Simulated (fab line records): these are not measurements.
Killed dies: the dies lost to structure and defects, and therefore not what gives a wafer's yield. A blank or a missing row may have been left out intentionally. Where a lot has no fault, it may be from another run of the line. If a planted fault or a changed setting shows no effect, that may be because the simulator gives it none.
Chamber matching :: flow nandHarc :: 4 sister chambers for NHARC_A_STAIRCASE_ETCH_253 on rieDiel-12
The step etches the open film in C4F8/O2, target depth 50 nm, time 20.2 s. 4 wafers are shown with their chamber, then 7 later ones without.

## EACH WAFER AND ITS CHAMBER
wafer: L414.1
chamber: 3
rfVppV (V): 903

wafer: L414.5
chamber: 1
rfVppV (V): 893

wafer: L417.1
chamber: 0
rfVppV (V): 893

wafer: L417.2
chamber: 2
rfVppV (V): 904

## WAFERS WITHOUT THEIR CHAMBER
wafer: L417.6
rfVppV (V): 901

wafer: L424.1
rfVppV (V): 893

wafer: L424.5
rfVppV (V): 902

wafer: L424.6
rfVppV (V): 892

wafer: L423.3
rfVppV (V): 894

wafer: L423.5
rfVppV (V): 903

wafer: L423.6
rfVppV (V): 901

## CHAMBER TAKEN BY EACH
wafer: L417.6
from the rows above: can't be placed: 3 or 2
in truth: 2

wafer: L424.1
from the rows above: can't be placed: 0 or 1
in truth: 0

wafer: L424.5
from the rows above: can't be placed: 3 or 2
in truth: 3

wafer: L424.6
from the rows above: can't be placed: 0 or 1
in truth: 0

wafer: L423.3
from the rows above: can't be placed: 0 or 1
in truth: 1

wafer: L423.5
from the rows above: can't be placed: 3 or 2
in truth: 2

wafer: L423.6
from the rows above: can't be placed: 3 or 2
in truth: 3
Placed correctly: 0 of 7. Can't be placed from these rows: 7 (the true chamber is among the candidates in 7). Placed wrongly: 0.
How it was worked out, from the rows above alone: a wafer's distance from a chamber is the root of the sum, over the readings, of the square of ((its reading less the chamber's mean) divided by the reading's scatter). The wafer belongs to the nearest chamber; if the next one is less than 2 further off, it can't be placed. A chamber's mean is the mean of its shown wafers. The scatter: with one shown wafer a chamber, the root of the mean of the squares of how far each hidden wafer lies from its nearest shown one.
